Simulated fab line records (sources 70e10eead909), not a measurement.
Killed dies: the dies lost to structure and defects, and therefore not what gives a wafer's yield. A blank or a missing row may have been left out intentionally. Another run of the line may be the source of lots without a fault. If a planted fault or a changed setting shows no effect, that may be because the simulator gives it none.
Chamber matching ; flow nandHarc ; NHARC_P_BONDPAD_CMP_32 on cmp-01 has 4 sister chambers
The step polishes SiCN, target thk 200 nm. 4 wafers are shown with their chamber, then 8 later ones without.

## WAFERS PAIRED WITH THEIR CHAMBERS
wafer;chamber;motorCurrentA (A)
L819.1;3;13.1
L819.4;0;12.1
L819.6;2;10.2
L822.2;1;12.1

## WAFERS WHOSE CHAMBER IS MISSING
wafer;motorCurrentA (A)
L822.3;10.4
L822.5;10.5
L824.1;13.1
L824.2;12.0
L824.6;10.6
L828.1;12.3
L828.2;11.7
L828.4;10.6

## THE CHAMBER EACH PASSED THROUGH
wafer;from the rows above;in truth
L822.3;2;2
L822.5;2;2
L824.1;3;3
L824.2;can't be placed: 0 or 1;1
L824.6;2;2
L828.1;can't be placed: 0 or 1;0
L828.2;can't be placed: 0 or 1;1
L828.4;2;2
Correct placement for 5 of the 8. Can't be placed from these rows: 3 (the true chamber is among the candidates in 3). Placed wrongly: 0.
How it was worked out, from the rows above alone: a wafer's distance from a chamber is the root of the sum, over the readings, of the square of ((its reading less the chamber's mean) divided by the reading's scatter). If the next closest chamber is less than 2 further off than the closest, the wafer can't be placed; otherwise it belongs to the closest. The mean given for a chamber averages the wafers shown for that chamber. The scatter: root of mean squared gap, hidden wafer to nearest shown wafer, with one shown wafer a chamber.
